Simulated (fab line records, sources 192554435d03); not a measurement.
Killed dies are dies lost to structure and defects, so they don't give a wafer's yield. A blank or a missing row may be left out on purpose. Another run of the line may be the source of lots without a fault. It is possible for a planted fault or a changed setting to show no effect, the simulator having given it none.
fab line records | flow n5_finfet
[record] lots = 24 | wafers = 72 | last_day = 18
route steps=1938 shown BEOL_M9@1469 BEOL_M11@1588 BEOL_M12@1603
lots untouched by any fault: they come from a run of this same line in which no faults occurred
start_h: hours from the record's opening day to when the first of the lot's shown wafers began | wait_h: time in hours since the lot's previous step | " the same as in the row above | L1.1+2: a row that stands for several wafers | - no value, or no start given | * or withheld: withheld | < > ~ a bound
route shown NAME@n: a module of which the file shows steps, and the number in the route of the first | usual: mean/standard deviation taken from wafers without a fault | same: alike in all rows | chamber/n: place in a boat | sites: the reading at each site | _std_site: the values' standard deviation | _edge_site: the outer-site mean with the inner-site mean subtracted | radius_mm: how far each site lies from the wafer's centre | mask NAME#n: copy n | behind: the tool/chamber that last shaped the wafer | hold: why the lot was held/for how many hours/how that ended | device: which transistor (n, p or np) failed to switch | end of line: the same wafers' tests at the end of the route | where a step has no rows: the recipe by itself | killed: the dies lost at the first sort to structure and to defects; this is not the yield of the wafer | map: the dies of a wafer, with x for killed, . for not killed, _ for no die there
set.NAME: the setting as run; set.NAME@STEP: as run at that earlier step | model.NAME: the simulator's own value behind a step, which no gauge read
one table for each step of the route and one row for each wafer, over a sample of lots
services: from which hour (start_h, from the record's first day; less than 0 if before it) a tool's chamber was out of use, for how many hours, and why
[[steps]]
[step N5_BEOL_M9_INSPECT_58]
[recipe] inspect_instrument = darkfield | mode = post_dep
[usual] raw_defect_count = 68/21
lot.wafer | tool              | chamber | start_h | wait_h | raw_defect_count
L074.3    | defect_inspect-02 | -       | 213.04  | 0.0    | 55
L074.4    | "                 | -       | "       | "      | 53
L074.5    | "                 | -       | "       | "      | 62
L075.1    | defect_inspect-02 | -       | 231.85  | 0.0    | 92
L075.3    | "                 | -       | "       | "      | 62
L075.6    | "                 | -       | "       | "      | 73
L076.1    | defect_inspect-02 | -       | 231.99  | 0.0    | 86
L076.3    | "                 | -       | "       | "      | 78
L076.4    | "                 | -       | "       | "      | 68
L079.1    | defect_inspect-02 | -       | 243.99  | 0.0    | 46
L079.4    | "                 | -       | "       | "      | 64
L079.6    | "                 | -       | "       | "      | 49
L077.1    | defect_inspect-01 | -       | 246.41  | 0.0    | 40
L077.3    | "                 | -       | "       | "      | 37
L077.6    | "                 | -       | "       | "      | 48
L078.1    | defect_inspect-02 | -       | 248.50  | 0.0    | 47
L078.4    | "                 | -       | "       | "      | 57
L078.5    | "                 | -       | "       | "      | 51
L080.1    | defect_inspect-01 | -       | 254.38  | 0.0    | 90
L080.3    | "                 | -       | "       | "      | 63
L080.5    | "                 | -       | "       | "      | 77
L081.1    | defect_inspect-02 | -       | 263.04  | 0.0    | 51
L081.2    | "                 | -       | "       | "      | 81
L081.5    | "                 | -       | "       | "      | 52
L082.1    | defect_inspect-01 | -       | 271.82  | 0.0    | 64
L082.5    | "                 | -       | "       | "      | 101
L082.6    | "                 | -       | "       | "      | 79
L083.4    | defect_inspect-01 | -       | 281.75  | 0.0    | 63
L083.5    | "                 | -       | "       | "      | 82
L083.6    | "                 | -       | "       | "      | 91
L084.2    | defect_inspect-01 | -       | 288.90  | 0.0    | 73
L084.4    | "                 | -       | "       | "      | 46
L084.5    | "                 | -       | "       | "      | 55
L086.1    | defect_inspect-01 | -       | 291.71  | 0.0    | 101
L086.2    | "                 | -       | "       | "      | 78
L086.3    | "                 | -       | "       | "      | 63
L085.2    | defect_inspect-02 | -       | 299.18  | 0.0    | 67
L085.4    | "                 | -       | "       | "      | 73
L085.6    | "                 | -       | "       | "      | 53
L088.1    | defect_inspect-01 | -       | 299.53  | 0.0    | 74
L088.4    | "                 | -       | "       | "      | 102
L088.6    | "                 | -       | "       | "      | 69
L087.1    | defect_inspect-01 | -       | 300.57  | 0.0    | 93
L087.2    | "                 | -       | "       | "      | 90
L087.6    | "                 | -       | "       | "      | 110
L089.2    | defect_inspect-02 | -       | 316.58  | 0.0    | 29
L089.3    | "                 | -       | "       | "      | 45
L089.5    | "                 | -       | "       | "      | 56
L090.3    | defect_inspect-01 | -       | 319.81  | 0.0    | 76
L090.4    | "                 | -       | "       | "      | 55
L090.5    | "                 | -       | "       | "      | 82
L092.2    | defect_inspect-02 | -       | 326.04  | 0.0    | 86
L092.3    | "                 | -       | "       | "      | 70
L092.5    | "                 | -       | "       | "      | 67
L091.2    | defect_inspect-01 | -       | 326.90  | 0.0    | 58
L091.4    | "                 | -       | "       | "      | 78
L091.6    | "                 | -       | "       | "      | 55
L093.1    | defect_inspect-02 | -       | 333.33  | 0.0    | 44
L093.4    | "                 | -       | "       | "      | 39
L093.6    | "                 | -       | "       | "      | 58
L094.1    | defect_inspect-02 | -       | 337.72  | 0.0    | 40
L094.3    | "                 | -       | "       | "      | 40
L094.4    | "                 | -       | "       | "      | 60
L096.3    | defect_inspect-01 | -       | 351.38  | 0.0    | 41
L096.4    | "                 | -       | "       | "      | 32
L096.5    | "                 | -       | "       | "      | 40
L095.2    | defect_inspect-01 | -       | 352.85  | 0.0    | 39
L095.3    | "                 | -       | "       | "      | 78
L095.4    | "                 | -       | "       | "      | 95
L097.2    | defect_inspect-02 | -       | 360.23  | 0.0    | 71
L097.3    | "                 | -       | "       | "      | 67
L097.4    | "                 | -       | "       | "      | 75
[step N5_BEOL_M11_DEGAS_44]
[recipe] ambient = vacuum | temp_c = 250 | time_s = 60
[usual] heater_power_w = 319/30
lot.wafer | tool           | chamber | start_h | wait_h | heater_power_w
L074.3    | pvd_sputter-02 | -       | 226.41  | 0.7    | 321
L074.4    | "              | -       | "       | "      | 279
L074.5    | "              | -       | "       | "      | 379
L076.1    | pvd_sputter-02 | -       | 244.21  | 0.7    | 372
L076.3    | "              | -       | "       | "      | 321
L076.4    | "              | -       | "       | "      | 339
L075.1    | pvd_sputter-02 | -       | 244.39  | 0.6    | 319
L075.3    | "              | -       | "       | "      | 320
L075.6    | "              | -       | "       | "      | 381
L079.1    | pvd_sputter-01 | -       | 256.01  | 0.3    | 345
L079.4    | "              | -       | "       | "      | 328
L079.6    | "              | -       | "       | "      | 276
L077.1    | pvd_sputter-01 | -       | 261.16  | 0.4    | 355
L077.3    | "              | -       | "       | "      | 328
L077.6    | "              | -       | "       | "      | 330
L078.1    | pvd_sputter-03 | -       | 261.99  | 0.5    | 286
L078.4    | "              | -       | "       | "      | 328
L078.5    | "              | -       | "       | "      | 288
L080.1    | pvd_sputter-02 | -       | 269.13  | 0.6    | 376
L080.3    | "              | -       | "       | "      | 289
L080.5    | "              | -       | "       | "      | 371
L081.1    | pvd_sputter-03 | -       | 278.98  | 0.4    | 323
L081.2    | "              | -       | "       | "      | 318
L081.5    | "              | -       | "       | "      | 291
L082.1    | pvd_sputter-03 | -       | 286.47  | 0.5    | 333
L082.5    | "              | -       | "       | "      | 285
L082.6    | "              | -       | "       | "      | 333
L083.4    | pvd_sputter-02 | -       | 292.90  | 0.3    | 382
L083.5    | "              | -       | "       | "      | 367
L083.6    | "              | -       | "       | "      | 328
L084.2    | pvd_sputter-01 | -       | 304.05  | 0.6    | 345
L084.4    | "              | -       | "       | "      | 269
L084.5    | "              | -       | "       | "      | 346
L086.1    | pvd_sputter-01 | -       | 306.55  | 0.6    | 349
L086.2    | "              | -       | "       | "      | 319
L086.3    | "              | -       | "       | "      | 276
L085.2    | pvd_sputter-02 | -       | 313.39  | 0.3    | 318
L085.4    | "              | -       | "       | "      | 372
L085.6    | "              | -       | "       | "      | 285
L088.1    | pvd_sputter-02 | -       | 313.85  | 0.5    | 291
L088.4    | "              | -       | "       | "      | 382
L088.6    | "              | -       | "       | "      | 326
L087.1    | pvd_sputter-03 | -       | 315.02  | 1.3    | 310
L087.2    | "              | -       | "       | "      | 297
L087.6    | "              | -       | "       | "      | 299
L090.3    | pvd_sputter-02 | -       | 331.74  | 0.6    | 282
L090.4    | "              | -       | "       | "      | 369
L090.5    | "              | -       | "       | "      | 325
L089.2    | pvd_sputter-02 | -       | 332.24  | 0.4    | 324
L089.3    | "              | -       | "       | "      | 368
L089.5    | "              | -       | "       | "      | 329
L091.2    | pvd_sputter-03 | -       | 341.03  | 0.4    | 335
L091.4    | "              | -       | "       | "      | 280
L091.6    | "              | -       | "       | "      | 287
L092.2    | pvd_sputter-02 | -       | 343.06  | 1.9    | 319
L092.3    | "              | -       | "       | "      | 287
L092.5    | "              | -       | "       | "      | 286
L093.1    | pvd_sputter-01 | -       | 348.15  | 0.6    | 349
L093.4    | "              | -       | "       | "      | 330
L093.6    | "              | -       | "       | "      | 271
L094.1    | pvd_sputter-01 | -       | 351.05  | 0.3    | 273
L094.3    | "              | -       | "       | "      | 318
L094.4    | "              | -       | "       | "      | 326
L096.3    | pvd_sputter-03 | -       | 368.05  | 0.6    | 342
L096.4    | "              | -       | "       | "      | 288
L096.5    | "              | -       | "       | "      | 290
L095.2    | pvd_sputter-01 | -       | 368.49  | 0.3    | 275
L095.3    | "              | -       | "       | "      | 342
L095.4    | "              | -       | "       | "      | 321
L097.2    | pvd_sputter-01 | -       | 378.19  | 2.7    | 323
L097.3    | "              | -       | "       | "      | 315
L097.4    | "              | -       | "       | "      | 355
[step N5_BEOL_M11_CMP_52]
[recipe] stop_on = SiCOH_lowk | t_overpolish_s = 7 | down_force_psi = 1 | platen_rpm = 50 | clearing_platen_down_force_psi = 1.5 | clearing_platen_rpm = 50 | post_cmp_clean = cu_alkaline | target_thk_nm = 140 | clearing_platen_pad_velocity_m_s = 0.99484 | pad_velocity_m_s = 0.99484
[usual] barrier_field_endpoint_s = 29.1/0.85 | motor_current_A = 6.2/0.64 | overpolish_run_s = 7.000/0.0097 | time_to_endpoint_s = 67/3.5
lot.wafer | tool   | chamber | start_h | wait_h | barrier_field_endpoint_s | motor_current_A | overpolish_run_s | time_to_endpoint_s
L074.4    | cmp-03 | 1       | 227.62  | 0.1    | 29.9                     | 6.0             | 6.994            | 69
L074.3    | "      | 0       | "       | "      | 29.4                     | 6.1             | 7.012            | 71
L074.5    | "      | 1       | "       | "      | 30.4                     | 5.9             | 7.014            | 71
L076.4    | cmp-03 | 3       | 245.68  | 0.1    | 30.0                     | 6.8             | 7.025            | 73
L076.3    | "      | 0       | "       | "      | 29.5                     | 6.1             | 6.994            | 76
L076.1    | "      | 1       | "       | "      | 30.3                     | 6.3             | 7.023            | 74
L075.1    | cmp-04 | 2       | 246.68  | 0.4    | 29.3                     | 6.3             | 6.988            | 66
L075.3    | "      | 0       | "       | "      | 28.9                     | 5.9             | 6.976            | 62
L075.6    | "      | 2       | "       | "      | 29.0                     | 6.0             | 6.993            | 66
L079.4    | cmp-03 | 3       | 257.49  | 0.1    | 28.1                     | 6.5             | 6.999            | 67
L079.1    | "      | 0       | "       | "      | 29.3                     | 6.4             | 6.984            | 68
L079.6    | "      | 3       | "       | "      | 28.9                     | 6.5             | 7.005            | 71
L077.1    | cmp-02 | 0       | 262.39  | 0.3    | 27.5                     | 4.8             | 7.006            | 61
L077.3    | "      | 1       | "       | "      | 27.7                     | 5.1             | 6.997            | 64
L077.6    | "      | 3       | "       | "      | 28.4                     | 6.7             | 7.005            | 64
L078.4    | cmp-03 | 1       | 264.91  | 0.1    | 30.2                     | 6.2             | 7.011            | 71
L078.1    | "      | 2       | "       | "      | 28.9                     | 5.6             | 6.995            | 66
L078.5    | "      | 1       | "       | "      | 29.5                     | 6.0             | 6.979            | 67
L080.1    | cmp-02 | 1       | 270.35  | 0.3    | 28.7                     | 5.4             | 7.002            | 66
L080.3    | "      | 3       | "       | "      | 29.0                     | 6.5             | 6.999            | 69
L080.5    | "      | 2       | "       | "      | 29.7                     | 7.6             | 7.006            | 65
L081.2    | cmp-02 | 3       | 280.56  | 0.2    | 27.6                     | 6.5             | 7.017            | 64
L081.1    | "      | 1       | "       | "      | 28.1                     | 5.1             | 7.005            | 61
L081.5    | "      | 3       | "       | "      | 28.8                     | 7.0             | 7.004            | 62
L082.1    | cmp-03 | 3       | 288.03  | 0.3    | 28.6                     | 6.9             | 6.993            | 66
L082.5    | "      | 3       | "       | "      | 29.3                     | 6.6             | 7.008            | 70
L082.6    | "      | 0       | "       | "      | 29.7                     | 6.3             | 6.992            | 72
L083.4    | cmp-03 | 1       | 294.21  | 0.2    | 30.3                     | 6.2             | 7.004            | 67
L083.6    | "      | 0       | "       | "      | 28.9                     | 6.4             | 6.993            | 67
L083.5    | "      | 1       | "       | "      | 29.4                     | 6.0             | 6.988            | 66
L084.2    | cmp-03 | 0       | 305.53  | 0.2    | 29.4                     | 6.2             | 7.011            | 67
L084.4    | "      | 2       | "       | "      | 29.7                     | 5.7             | 6.996            | 67
L084.5    | "      | 0       | "       | "      | 29.6                     | 6.3             | 7.002            | 68
L086.3    | cmp-03 | 0       | 307.79  | 0.2    | 29.1                     | 5.9             | 7.000            | 66
L086.1    | "      | 2       | "       | "      | 29.5                     | 6.0             | 7.005            | 69
L086.2    | "      | 3       | "       | "      | 28.1                     | 6.8             | 7.000            | 64
L085.2    | cmp-02 | 0       | 315.16  | 0.3    | 27.1                     | 4.8             | 6.988            | 61
L085.4    | "      | 3       | "       | "      | 28.5                     | 6.6             | 6.998            | 65
L085.6    | "      | 0       | "       | "      | 28.1                     | 4.9             | 6.994            | 61
L088.1    | cmp-02 | 3       | 315.67  | 0.3    | 27.5                     | 6.7             | 7.020            | 65
L088.4    | "      | 0       | "       | "      | 27.9                     | 4.8             | 7.001            | 62
L088.6    | "      | 1       | "       | "      | 27.2                     | 5.2             | 7.015            | 60
L087.2    | cmp-04 | 3       | 316.57  | 0.2    | 29.9                     | 6.0             | 6.988            | 68
L087.1    | "      | 2       | "       | "      | 30.6                     | 6.5             | 7.000            | 68
L087.6    | "      | 0       | "       | "      | 29.8                     | 5.9             | 7.002            | 67
L090.3    | cmp-04 | 1       | 333.16  | 0.2    | 28.0                     | 5.9             | 7.009            | 64
L090.4    | "      | 2       | "       | "      | 28.1                     | 6.3             | 7.010            | 65
L090.5    | "      | 2       | "       | "      | 28.2                     | 6.4             | 6.993            | 64
L089.3    | cmp-02 | 2       | 334.24  | 0.2    | 30.2                     | 7.4             | 6.985            | 71
L089.2    | "      | 3       | "       | "      | 30.0                     | 6.1             | 6.993            | 70
L089.5    | "      | 1       | "       | "      | 29.6                     | 5.5             | 7.009            | 66
L091.2    | cmp-03 | 3       | 342.96  | 0.3    | 28.3                     | 6.8             | 6.984            | 65
L091.4    | "      | 1       | "       | "      | 30.0                     | 5.6             | 6.996            | 69
L091.6    | "      | 3       | "       | "      | 28.7                     | 6.5             | 7.001            | 64
L092.2    | cmp-04 | 1       | 344.26  | 0.2    | 28.5                     | 6.4             | 7.006            | 68
L092.3    | "      | 0       | "       | "      | 28.3                     | 5.8             | 6.993            | 62
L092.5    | "      | 1       | "       | "      | 28.8                     | 6.3             | 7.005            | 68
L093.4    | cmp-04 | 0       | 349.70  | 0.1    | 28.9                     | 6.1             | 6.993            | 67
L093.1    | "      | 1       | "       | "      | 27.4                     | 5.9             | 6.996            | 66
L093.6    | "      | 1       | "       | "      | 28.6                     | 5.8             | 6.999            | 67
L094.4    | cmp-03 | 2       | 352.49  | 0.2    | 30.6                     | 5.8             | 7.010            | 72
L094.1    | "      | 3       | "       | "      | 29.0                     | 6.9             | 7.008            | 64
L094.3    | "      | 0       | "       | "      | 29.7                     | 6.2             | 6.995            | 71
L096.3    | cmp-04 | 2       | 369.77  | 0.2    | 28.6                     | 6.4             | 7.007            | 63
L096.4    | "      | 3       | "       | "      | 28.6                     | 6.0             | 6.997            | 64
L096.5    | "      | 3       | "       | "      | 28.9                     | 5.8             | 7.011            | 65
L095.3    | cmp-03 | 3       | 369.81  | 0.2    | 28.4                     | 7.0             | 6.997            | 68
L095.4    | "      | 0       | "       | "      | 29.1                     | 6.0             | 6.983            | 68
L095.2    | "      | 1       | "       | "      | 28.8                     | 5.8             | 7.007            | 68
L097.2    | cmp-03 | 3       | 379.42  | 0.2    | 28.3                     | 6.9             | 6.984            | 63
L097.4    | "      | 1       | "       | "      | 29.3                     | 5.9             | 7.002            | 68
L097.3    | "      | 2       | "       | "      | 28.4                     | 5.8             | 6.999            | 69
[step N5_BEOL_M11_RS_MEAS_57]
[recipe] thk_meas_gauge = four-point-probe | reads = Cu_of_BEOL_M11_ECD_50+Co_of_BEOL_M11_CVD_75+TaN_of_BEOL_M11_ALD_74
[usual] M11_RS = 0.1506/0.0025
lot.wafer | tool          | chamber | start_h | wait_h | M11_RS[ohm/sq]
L074.3    | film_metro-01 | -       | 228.04  | 0.0    | 0.1500
L074.4    | "             | -       | "       | "      | 0.1520
L074.5    | "             | -       | "       | "      | 0.1459
L076.1    | film_metro-01 | -       | 246.14  | 0.0    | 0.1450
L076.3    | "             | -       | "       | "      | 0.1434
L076.4    | "             | -       | "       | "      | 0.1466
L075.1    | film_metro-02 | -       | 247.06  | 0.0    | 0.1526
L075.3    | "             | -       | "       | "      | 0.1523
L075.6    | "             | -       | "       | "      | 0.1546
L079.1    | film_metro-01 | -       | 257.91  | 0.0    | 0.1500
L079.4    | "             | -       | "       | "      | 0.1522
L079.6    | "             | -       | "       | "      | 0.1480
L077.1    | film_metro-01 | -       | 262.74  | 0.0    | 0.1512
L077.3    | "             | -       | "       | "      | 0.1507
L077.6    | "             | -       | "       | "      | 0.1506
L078.1    | film_metro-01 | -       | 265.33  | 0.0    | 0.1501
L078.4    | "             | -       | "       | "      | 0.1481
L078.5    | "             | -       | "       | "      | 0.1501
L080.1    | film_metro-01 | -       | 270.77  | 0.0    | 0.1533
L080.3    | "             | -       | "       | "      | 0.1517
L080.5    | "             | -       | "       | "      | 0.1494
L081.1    | film_metro-01 | -       | 280.94  | 0.0    | 0.1516
L081.2    | "             | -       | "       | "      | 0.1501
L081.5    | "             | -       | "       | "      | 0.1534
L082.1    | film_metro-02 | -       | 288.45  | 0.0    | 0.1557
L082.5    | "             | -       | "       | "      | 0.1541
L082.6    | "             | -       | "       | "      | 0.1527
L083.4    | film_metro-02 | -       | 294.60  | 0.0    | 0.1509
L083.5    | "             | -       | "       | "      | 0.1503
L083.6    | "             | -       | "       | "      | 0.1510
L084.2    | film_metro-02 | -       | 305.95  | 0.0    | 0.1478
L084.4    | "             | -       | "       | "      | 0.1503
L084.5    | "             | -       | "       | "      | 0.1516
L086.1    | film_metro-01 | -       | 308.21  | 0.0    | 0.1471
L086.2    | "             | -       | "       | "      | 0.1537
L086.3    | "             | -       | "       | "      | 0.1505
L085.2    | film_metro-02 | -       | 315.59  | 0.0    | 0.1476
L085.4    | "             | -       | "       | "      | 0.1488
L085.6    | "             | -       | "       | "      | 0.1519
L088.1    | film_metro-01 | -       | 316.01  | 0.0    | 0.1535
L088.4    | "             | -       | "       | "      | 0.1544
L088.6    | "             | -       | "       | "      | 0.1515
L087.1    | film_metro-02 | -       | 316.99  | 0.0    | 0.1521
L087.2    | "             | -       | "       | "      | 0.1512
L087.6    | "             | -       | "       | "      | 0.1489
L090.3    | film_metro-01 | -       | 333.58  | 0.0    | 0.1508
L090.4    | "             | -       | "       | "      | 0.1525
L090.5    | "             | -       | "       | "      | 0.1503
L089.2    | film_metro-01 | -       | 334.63  | 0.0    | 0.1508
L089.3    | "             | -       | "       | "      | 0.1466
L089.5    | "             | -       | "       | "      | 0.1454
L091.2    | film_metro-02 | -       | 343.35  | 0.0    | 0.1469
L091.4    | "             | -       | "       | "      | 0.1533
L091.6    | "             | -       | "       | "      | 0.1478
L092.2    | film_metro-02 | -       | 344.68  | 0.0    | 0.1481
L092.3    | "             | -       | "       | "      | 0.1481
L092.5    | "             | -       | "       | "      | 0.1466
L093.1    | film_metro-02 | -       | 350.12  | 0.0    | 0.1497
L093.4    | "             | -       | "       | "      | 0.1477
L093.6    | "             | -       | "       | "      | 0.1467
L094.1    | film_metro-02 | -       | 352.88  | 0.0    | 0.1540
L094.3    | "             | -       | "       | "      | 0.1492
L094.4    | "             | -       | "       | "      | 0.1492
L096.3    | film_metro-01 | -       | 370.19  | 0.0    | 0.1514
L096.4    | "             | -       | "       | "      | 0.1489
L096.5    | "             | -       | "       | "      | 0.1491
L095.2    | film_metro-02 | -       | 370.20  | 0.0    | 0.1507
L095.3    | "             | -       | "       | "      | 0.1549
L095.4    | "             | -       | "       | "      | 0.1512
L097.2    | film_metro-02 | -       | 379.84  | 0.0    | 0.1555
L097.3    | "             | -       | "       | "      | 0.1523
L097.4    | "             | -       | "       | "      | 0.1493
[step N5_BEOL_M12_THK_MEAS_01]
[recipe] reads = SiOC_of_BEOL_M12_ILD_DEP_00
[usual] M12_ILD_THK = 658/7.8
lot.wafer | tool          | chamber | start_h | wait_h | M12_ILD_THK[nm]
L074.3    | film_metro-02 | -       | 228.23  | 0.1    | 651
L074.4    | "             | -       | "       | "      | 663
L074.5    | "             | -       | "       | "      | 664
L076.1    | film_metro-02 | -       | 246.33  | 0.1    | 644
L076.3    | "             | -       | "       | "      | 656
L076.4    | "             | -       | "       | "      | 656
L075.1    | film_metro-01 | -       | 247.26  | 0.1    | 659
L075.3    | "             | -       | "       | "      | 652
L075.6    | "             | -       | "       | "      | 669
L079.1    | film_metro-01 | -       | 258.10  | 0.1    | 646
L079.4    | "             | -       | "       | "      | 654
L079.6    | "             | -       | "       | "      | 653
L077.1    | film_metro-02 | -       | 262.93  | 0.1    | 650
L077.3    | "             | -       | "       | "      | 656
L077.6    | "             | -       | "       | "      | 665
L078.1    | film_metro-01 | -       | 265.53  | 0.1    | 662
L078.4    | "             | -       | "       | "      | 660
L078.5    | "             | -       | "       | "      | 665
L080.1    | film_metro-01 | -       | 270.97  | 0.1    | 645
L080.3    | "             | -       | "       | "      | 645
L080.5    | "             | -       | "       | "      | 665
L081.1    | film_metro-01 | -       | 281.14  | 0.1    | 651
L081.2    | "             | -       | "       | "      | 656
L081.5    | "             | -       | "       | "      | 661
L082.1    | film_metro-02 | -       | 288.64  | 0.1    | 655
L082.5    | "             | -       | "       | "      | 682
L082.6    | "             | -       | "       | "      | 669
L083.4    | film_metro-02 | -       | 294.79  | 0.0    | 660
L083.5    | "             | -       | "       | "      | 661
L083.6    | "             | -       | "       | "      | 666
L084.2    | film_metro-02 | -       | 306.15  | 0.1    | 660
L084.4    | "             | -       | "       | "      | 658
L084.5    | "             | -       | "       | "      | 663
L086.1    | film_metro-01 | -       | 308.40  | 0.1    | 651
L086.2    | "             | -       | "       | "      | 661
L086.3    | "             | -       | "       | "      | 659
L085.2    | film_metro-02 | -       | 315.78  | 0.1    | 653
L085.4    | "             | -       | "       | "      | 659
L085.6    | "             | -       | "       | "      | 652
L088.1    | film_metro-01 | -       | 316.21  | 0.1    | 659
L088.4    | "             | -       | "       | "      | 670
L088.6    | "             | -       | "       | "      | 668
L087.1    | film_metro-01 | -       | 317.18  | 0.1    | 659
L087.2    | "             | -       | "       | "      | 654
L087.6    | "             | -       | "       | "      | 661
L090.3    | film_metro-02 | -       | 333.78  | 0.1    | 658
L090.4    | "             | -       | "       | "      | 670
L090.5    | "             | -       | "       | "      | 672
L089.2    | film_metro-02 | -       | 334.82  | 0.1    | 658
L089.3    | "             | -       | "       | "      | 660
L089.5    | "             | -       | "       | "      | 676
L091.2    | film_metro-01 | -       | 343.54  | 0.1    | 652
L091.4    | "             | -       | "       | "      | 658
L091.6    | "             | -       | "       | "      | 666
L092.2    | film_metro-02 | -       | 344.87  | 0.1    | 660
L092.3    | "             | -       | "       | "      | 666
L092.5    | "             | -       | "       | "      | 676
L093.1    | film_metro-02 | -       | 350.31  | 0.1    | 661
L093.4    | "             | -       | "       | "      | 673
L093.6    | "             | -       | "       | "      | 662
L094.1    | film_metro-02 | -       | 353.07  | 0.1    | 648
L094.3    | "             | -       | "       | "      | 646
L094.4    | "             | -       | "       | "      | 662
L096.3    | film_metro-01 | -       | 370.39  | 0.1    | 644
L096.4    | "             | -       | "       | "      | 667
L096.5    | "             | -       | "       | "      | 655
L095.2    | film_metro-02 | -       | 370.39  | 0.1    | 650
L095.3    | "             | -       | "       | "      | 655
L095.4    | "             | -       | "       | "      | 667
L097.2    | film_metro-01 | -       | 380.04  | 0.1    | 655
L097.3    | "             | -       | "       | "      | 656
L097.4    | "             | -       | "       | "      | 662
[step N5_BEOL_M12_OVL_MEAS_11]
[recipe] points_per_wafer = 44
[usual] V11_OVL = -1/5.9
lot.wafer | tool       | chamber | start_h | wait_h | V11_OVL[nm]
L074.3    | overlay-02 | 0       | 228.57  | 0.0    | 5
L074.4    | "          | 0       | "       | "      | -6
L074.5    | "          | 0       | "       | "      | -3
L076.1    | overlay-02 | 0       | 246.66  | 0.0    | 3
L076.3    | "          | 0       | "       | "      | 12
L076.4    | "          | 0       | "       | "      | -1
L075.1    | overlay-02 | 0       | 247.71  | 0.0    | 5
L075.3    | "          | 0       | "       | "      | -4
L075.6    | "          | 0       | "       | "      | -7
L079.1    | overlay-01 | 0       | 258.56  | 0.0    | -14
L079.4    | "          | 0       | "       | "      | -1
L079.6    | "          | 0       | "       | "      | -6
L077.1    | overlay-01 | 0       | 263.26  | 0.0    | 2
L077.3    | "          | 0       | "       | "      | 9
L077.6    | "          | 0       | "       | "      | 3
L078.1    | overlay-02 | 0       | 265.86  | 0.0    | 2
L078.4    | "          | 0       | "       | "      | -4
L078.5    | "          | 0       | "       | "      | 5
L080.1    | overlay-01 | 0       | 271.30  | 0.0    | 6
L080.3    | "          | 0       | "       | "      | 1
L080.5    | "          | 0       | "       | "      | 5
L081.1    | overlay-02 | 0       | 281.59  | 0.0    | -6
L081.2    | "          | 0       | "       | "      | -1
L081.5    | "          | 0       | "       | "      | -7
L082.1    | overlay-01 | 0       | 289.10  | 0.0    | -2
L082.5    | "          | 0       | "       | "      | 3
L082.6    | "          | 0       | "       | "      | 0
L083.4    | overlay-02 | 0       | 295.25  | 0.0    | 6
L083.5    | "          | 0       | "       | "      | 5
L083.6    | "          | 0       | "       | "      | 4
L084.2    | overlay-01 | 0       | 306.48  | 0.0    | 2
L084.4    | "          | 0       | "       | "      | 1
L084.5    | "          | 0       | "       | "      | -4
L086.1    | overlay-01 | 0       | 308.73  | 0.0    | -4
L086.2    | "          | 0       | "       | "      | -1
L086.3    | "          | 0       | "       | "      | -5
L085.2    | overlay-01 | 0       | 316.24  | 0.0    | -20
L085.4    | "          | 0       | "       | "      | -5
L085.6    | "          | 0       | "       | "      | -4
L088.1    | overlay-01 | 0       | 316.67  | 0.0    | -1
L088.4    | "          | 0       | "       | "      | -3
L088.6    | "          | 0       | "       | "      | -4
L087.1    | overlay-01 | 0       | 317.52  | 0.0    | -17
L087.2    | "          | 0       | "       | "      | -5
L087.6    | "          | 0       | "       | "      | -8
L090.3    | overlay-01 | 0       | 334.11  | 0.0    | 1
L090.4    | "          | 0       | "       | "      | 0
L090.5    | "          | 0       | "       | "      | 14
L089.2    | overlay-02 | 0       | 335.15  | 0.0    | -2
L089.3    | "          | 0       | "       | "      | -3
L089.5    | "          | 0       | "       | "      | -7
L091.2    | overlay-02 | 0       | 343.87  | 0.0    | -9
L091.4    | "          | 0       | "       | "      | -10
L091.6    | "          | 0       | "       | "      | -6
L092.2    | overlay-02 | 0       | 345.21  | 0.0    | -4
L092.3    | "          | 0       | "       | "      | -10
L092.5    | "          | 0       | "       | "      | -1
L093.1    | overlay-02 | 0       | 350.65  | 0.0    | -4
L093.4    | "          | 0       | "       | "      | -4
L093.6    | "          | 0       | "       | "      | -8
L094.1    | overlay-01 | 0       | 353.40  | 0.0    | 6
L094.3    | "          | 0       | "       | "      | 9
L094.4    | "          | 0       | "       | "      | 2
L096.3    | overlay-02 | 0       | 370.84  | 0.0    | 4
L096.4    | "          | 0       | "       | "      | 9
L096.5    | "          | 0       | "       | "      | 7
L095.2    | overlay-01 | 0       | 371.00  | 0.0    | -11
L095.3    | "          | 0       | "       | "      | -10
L095.4    | "          | 0       | "       | "      | -14
L097.2    | overlay-02 | 0       | 380.53  | 0.0    | -3
L097.3    | "          | 0       | "       | "      | 4
L097.4    | "          | 0       | "       | "      | -3
[[services]]
tool           | chamber | start_h | hours | kind
cmp-02         | -       | 214.46  | 3.9   | repair
cmp-02         | -       | 229.11  | 3.4   | repair
cmp-02         | -       | 233.99  | 3.5   | repair
cmp-02         | -       | 245.13  | 5.6   | repair
cmp-03         | -       | 252.05  | 1.9   | repair
cmp-02         | -       | 262.98  | 0.3   | repair
cmp-02         | -       | 275.49  | 1.8   | repair
cmp-04         | -       | 292.04  | 4.0   | pm
cmp-04         | -       | 296.04  | -     | consumable_replace:conditioner
cmp-04         | -       | 296.04  | -     | consumable_replace:pad
cmp-03         | -       | 308.01  | 3.7   | pm
cmp-03         | -       | 314.98  | 1.8   | repair
cmp-03         | -       | 340.49  | 1.3   | repair
cmp-02         | -       | 341.26  | 5.8   | pm
pvd_sputter-01 | -       | 352.67  | 1.6   | repair
cmp-04         | -       | 352.73  | 5.7   | pm
cmp-02         | -       | 357.16  | 3.5   | repair
cmp-04         | -       | 361.04  | 1.5   | repair
cmp-02         | -       | 363.14  | 3.4   | repair
cmp-04         | -       | 371.75  | 3.4   | repair
[[key]]
fault none
